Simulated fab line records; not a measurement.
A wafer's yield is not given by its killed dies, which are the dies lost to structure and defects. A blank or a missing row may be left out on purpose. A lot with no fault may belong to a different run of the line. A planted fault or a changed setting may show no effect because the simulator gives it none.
Chamber matching ; flow nand harc ; NHARC_A_STAIRCASE_TRIM_12 on rie diel-09: 4 sister chambers
The step chemistry O2, time 211.2 s. 8 wafers are shown with their chamber, then 11 later ones without.

## WAFERS, EACH WITH ITS CHAMBER
wafer;chamber;showerhead plenum p Torr (Torr);drypump motor current A (A)
L083.2;0;3.76;5.9
L086.5;2;3.30;5.6
L088.1;1;3.72;6.3
L088.5;0;3.75;5.9
L089.1;1;3.72;6.3
L089.4;3;3.75;6.3
L089.5;3;3.75;6.2
L090.1;2;3.29;5.6

## WAFERS WITH NO CHAMBER GIVEN
wafer;showerhead plenum p Torr (Torr);drypump motor current A (A)
L090.3;3.75;6.2
L090.6;3.29;5.6
L093.3;3.74;6.2
L093.5;3.74;6.2
L093.6;3.29;5.6
L094.1;3.28;5.6
L094.4;3.74;6.3
L094.5;3.28;5.6
L097.1;3.74;5.9
L097.3;3.71;6.3
L097.6;3.28;5.6

## EACH ONE'S CHAMBER
wafer;from the rows above;in truth
L090.3;3;3
L090.6;2;2
L093.3;3;3
L093.5;3;3
L093.6;2;2
L094.1;2;2
L094.4;can't be placed: 3 or 1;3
L094.5;2;2
L097.1;0;0
L097.3;1;1
L097.6;2;2
Correctly placed: 10 of 11. These rows do not allow placing 1 (true chamber among the candidates in 1). Wrongly placed: 0.
How it was worked out, from the rows above alone: a wafer's distance from a chamber is the root of the sum, over the readings, of the square of ((its reading less the chamber's mean) divided by the reading's scatter). The wafer belongs to the nearest chamber; if the next one is less than 2 further off, it can't be placed. Each chamber's mean is taken over the wafers shown for it. The scatter: take each reading less its chamber's mean, square it, sum over the shown wafers, divide by the number of wafers less the number of chambers, and take the root.
